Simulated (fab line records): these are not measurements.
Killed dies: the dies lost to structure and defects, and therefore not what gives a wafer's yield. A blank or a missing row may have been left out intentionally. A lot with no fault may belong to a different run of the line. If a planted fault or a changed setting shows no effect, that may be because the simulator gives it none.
Chamber matching :: flow n5Finfet :: 4 sister chambers for N5_BEOL_M14_DESCUM_15 on rieDiel-06
The step chemistry O2, time 7.9 s. 18 wafers are shown with their chamber, then 9 later ones without.

EACH WAFER AND ITS CHAMBER
wafer: L076.1
chamber: 3
throttleValvePct (%): 20.56
drypumpMotorCurrentA (A): 6.0
showerheadPlenumPTorr (Torr): 2.08

wafer: L076.2
chamber: 0
throttleValvePct (%): 20.05
drypumpMotorCurrentA (A): 5.8
showerheadPlenumPTorr (Torr): 1.99

wafer: L076.5
chamber: 0
throttleValvePct (%): 20.06
drypumpMotorCurrentA (A): 5.7
showerheadPlenumPTorr (Torr): 1.99

wafer: L079.1
chamber: 0
throttleValvePct (%): 20.06
drypumpMotorCurrentA (A): 5.8
showerheadPlenumPTorr (Torr): 1.99

wafer: L079.3
chamber: 2
throttleValvePct (%): 20.63
drypumpMotorCurrentA (A): 4.9
showerheadPlenumPTorr (Torr): 2.11

wafer: L079.5
chamber: 3
throttleValvePct (%): 20.56
drypumpMotorCurrentA (A): 6.0
showerheadPlenumPTorr (Torr): 2.08

wafer: L077.1
chamber: 1
throttleValvePct (%): 20.28
drypumpMotorCurrentA (A): 5.8
showerheadPlenumPTorr (Torr): 2.05

wafer: L077.3
chamber: 2
throttleValvePct (%): 20.64
drypumpMotorCurrentA (A): 4.9
showerheadPlenumPTorr (Torr): 2.11

wafer: L077.6
chamber: 1
throttleValvePct (%): 20.27
drypumpMotorCurrentA (A): 5.8
showerheadPlenumPTorr (Torr): 2.05

wafer: L080.1
chamber: 0
throttleValvePct (%): 20.07
drypumpMotorCurrentA (A): 5.8
showerheadPlenumPTorr (Torr): 1.98

wafer: L080.4
chamber: 2
throttleValvePct (%): 20.65
drypumpMotorCurrentA (A): 4.9
showerheadPlenumPTorr (Torr): 2.11

wafer: L080.5
chamber: 0
throttleValvePct (%): 20.07
drypumpMotorCurrentA (A): 5.8
showerheadPlenumPTorr (Torr): 1.98

wafer: L078.1
chamber: 3
throttleValvePct (%): 20.58
drypumpMotorCurrentA (A): 6.0
showerheadPlenumPTorr (Torr): 2.07

wafer: L078.4
chamber: 1
throttleValvePct (%): 20.29
drypumpMotorCurrentA (A): 5.8
showerheadPlenumPTorr (Torr): 2.04

wafer: L078.5
chamber: 2
throttleValvePct (%): 20.65
drypumpMotorCurrentA (A): 4.9
showerheadPlenumPTorr (Torr): 2.11

wafer: L083.3
chamber: 0
throttleValvePct (%): 20.06
drypumpMotorCurrentA (A): 5.7
showerheadPlenumPTorr (Torr): 1.98

wafer: L083.5
chamber: 0
throttleValvePct (%): 20.09
drypumpMotorCurrentA (A): 5.7
showerheadPlenumPTorr (Torr): 1.98

wafer: L083.6
chamber: 1
throttleValvePct (%): 20.28
drypumpMotorCurrentA (A): 5.7
showerheadPlenumPTorr (Torr): 2.04

SIGNATURES, as means of the wafers listed above
reading: throttleValvePct
chamber 0: 20.0657
chamber 1: 20.2800
chamber 2: 20.6425
chamber 3: 20.5667
scatter within a chamber: 0.0111

reading: drypumpMotorCurrentA
chamber 0: 5.757
chamber 1: 5.775
chamber 2: 4.900
chamber 3: 6.000
scatter within a chamber: 0.042

reading: showerheadPlenumPTorr
chamber 0: 1.9843
chamber 1: 2.0450
chamber 2: 2.1100
chamber 3: 2.0767
scatter within a chamber: 0.00491
Rule: for a wafer and a chamber, the distance is found by dividing, reading by reading, the gap between the wafer's reading and the chamber's mean by the reading's scatter, squaring, summing and taking the root. If the next closest chamber is less than 2 further off than the closest, the wafer can't be placed; otherwise it belongs to the closest. The scatter: the root of (the sum of the squares of (reading less its chamber's mean) over the shown wafers, divided by (wafers less chambers)).

WAFERS MISSING THEIR CHAMBER
wafer: L086.2
throttleValvePct (%): 20.64
drypumpMotorCurrentA (A): 4.9
showerheadPlenumPTorr (Torr): 2.11

wafer: L086.3
throttleValvePct (%): 20.30
drypumpMotorCurrentA (A): 5.7
showerheadPlenumPTorr (Torr): 2.04

wafer: L086.6
throttleValvePct (%): 20.09
drypumpMotorCurrentA (A): 5.8
showerheadPlenumPTorr (Torr): 1.98

wafer: L091.1
throttleValvePct (%): 20.61
drypumpMotorCurrentA (A): 6.0
showerheadPlenumPTorr (Torr): 2.07

wafer: L091.4
throttleValvePct (%): 20.10
drypumpMotorCurrentA (A): 5.7
showerheadPlenumPTorr (Torr): 1.97

wafer: L091.5
throttleValvePct (%): 20.30
drypumpMotorCurrentA (A): 5.8
showerheadPlenumPTorr (Torr): 2.04

wafer: L097.2
throttleValvePct (%): 20.70
drypumpMotorCurrentA (A): 4.9
showerheadPlenumPTorr (Torr): 2.10

wafer: L097.3
throttleValvePct (%): 20.33
drypumpMotorCurrentA (A): 5.8
showerheadPlenumPTorr (Torr): 2.03

wafer: L097.6
throttleValvePct (%): 20.61
drypumpMotorCurrentA (A): 6.0
showerheadPlenumPTorr (Torr): 2.06

CHAMBER TAKEN BY EACH
wafer: L086.2
from the rows above: 2
in truth: 2

wafer: L086.3
from the rows above: 1
in truth: 1

wafer: L086.6
from the rows above: 0
in truth: 0

wafer: L091.1
from the rows above: 3
in truth: 3

wafer: L091.4
from the rows above: 0
in truth: 0

wafer: L091.5
from the rows above: 1
in truth: 1

wafer: L097.2
from the rows above: 2
in truth: 2

wafer: L097.3
from the rows above: 1
in truth: 1

wafer: L097.6
from the rows above: 3
in truth: 3
Correctly placed: 9 of 9. Not placeable from these rows: 0. Wrongly placed: 0.
